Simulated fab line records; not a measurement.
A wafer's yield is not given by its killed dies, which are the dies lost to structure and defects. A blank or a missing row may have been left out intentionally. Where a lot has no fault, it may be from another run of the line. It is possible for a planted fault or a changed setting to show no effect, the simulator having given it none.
One fault through the eyes of 2 desks | flow n5_finfet | every desk sees just its own numbers, and what lay behind them comes last

== THE METROLOGY DESK ==
Means of the sampled wafers that have a number, per lot and without regard to the tool the lot ran on: this is what the gauges read. Any lot whose mean is over 4 standard deviations away from the usual mean is out of limits and marked OUT; that distance is given in the brackets.
Columns: A = cd_nm at N5_BEOL_M14_CD_MEAS_17, usual 251.0 nm; B = M15_ILD_THK at N5_BEOL_M15_THK_MEAS_01, usual 1632 nm
lot  | first seen here | A     | B
L182 | day 10 14:10    | 250.8 | 1625
L184 | day 11 07:26    | 253.9 | 1634
L185 | day 11 15:19    | 249.0 | 1640
L189 | day 12 09:20    | 253.5 | 1643
L188 | day 12 16:27    | 252.1 | 1592
L190 | day 12 22:34    | 252.7 | 1566
L192 | day 13 14:34    | 249.9 | 1653
L193 | day 13 19:54    | 247.6 | 1656
L196 | day 14 15:37    | 252.8 | 1643
L202 | day 16 03:23    | 252.9 | 1617
This desk's verdict: no lot among the 10 shows anything out of limits.

== DESK OF THE TOOL OWNER: pecvd-01 ==
The tool's own readings at N5_BEOL_M15_ILD_DEP_00 (deposits SiO2 from TEOS/O2, target thk 1629.3 nm, time 346.1 s): means of the sampled wafers that have a number, for each lot that ran on this tool. Any lot whose mean is over 4 standard deviations away from the usual mean is out of limits and marked OUT; that distance is given in the brackets.
Columns: A = heater_power_w at N5_BEOL_M15_ILD_DEP_00, usual 523 W; B = showerhead_plenum_p_Torr at N5_BEOL_M15_ILD_DEP_00, usual 8.344 Torr; C = showerhead_vpp_V at N5_BEOL_M15_ILD_DEP_00, usual 1904 V; D = susceptor_temp_C at N5_BEOL_M15_ILD_DEP_00, usual 400.01 C; E = throttle_valve_pct at N5_BEOL_M15_ILD_DEP_00, usual 19.2 %
lot  | first seen here | A   | B     | C    | D                | E
L182 | day 10 18:47    | 558 | 8.357 | 1914 | 400.04           | 21.3
L184 | day 11 11:22    | 589 | 8.337 | 1918 | 399.87           | 20.1
L185 | day 11 21:59    | 616 | 8.373 | 1960 | 399.82           | 20.7
L188 | day 12 21:13    | 595 | 8.368 | 1982 | 405.58 (+24) OUT | 22.0
L190 | day 13 02:58    | 559 | 8.368 | 1975 | 405.44 (+24) OUT | 19.7
This desk's finding: out of limits on L188, L190; first on L188, day 12 21:13 (susceptor_temp_C at N5_BEOL_M15_ILD_DEP_00). Within limits: L182, L184, L185.

== TAKEN TOGETHER ==
On L188, L190, at day 12 21:13, an alarm was possible from the tool owner's desk.
Metrology desk: nothing out of limits seen.
The metrology desk holds a record of L188, L190, inside its limits.
N5_BEOL_M15_ILD_DEP_00 was run on pecvd-01 by each of the lots named.

== WHAT HAD BEEN PUT IN BY THE SIMULATOR ==
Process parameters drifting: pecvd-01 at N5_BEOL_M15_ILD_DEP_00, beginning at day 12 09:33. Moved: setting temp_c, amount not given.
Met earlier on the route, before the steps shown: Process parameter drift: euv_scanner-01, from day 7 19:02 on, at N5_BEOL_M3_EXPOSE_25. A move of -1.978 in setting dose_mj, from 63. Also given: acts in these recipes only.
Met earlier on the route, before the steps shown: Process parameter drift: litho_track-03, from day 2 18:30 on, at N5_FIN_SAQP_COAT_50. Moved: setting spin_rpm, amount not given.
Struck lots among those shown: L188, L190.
How many hours passed from the start of the fault until each desk's first out-of-limits reading: the tool owner's desk, 12.
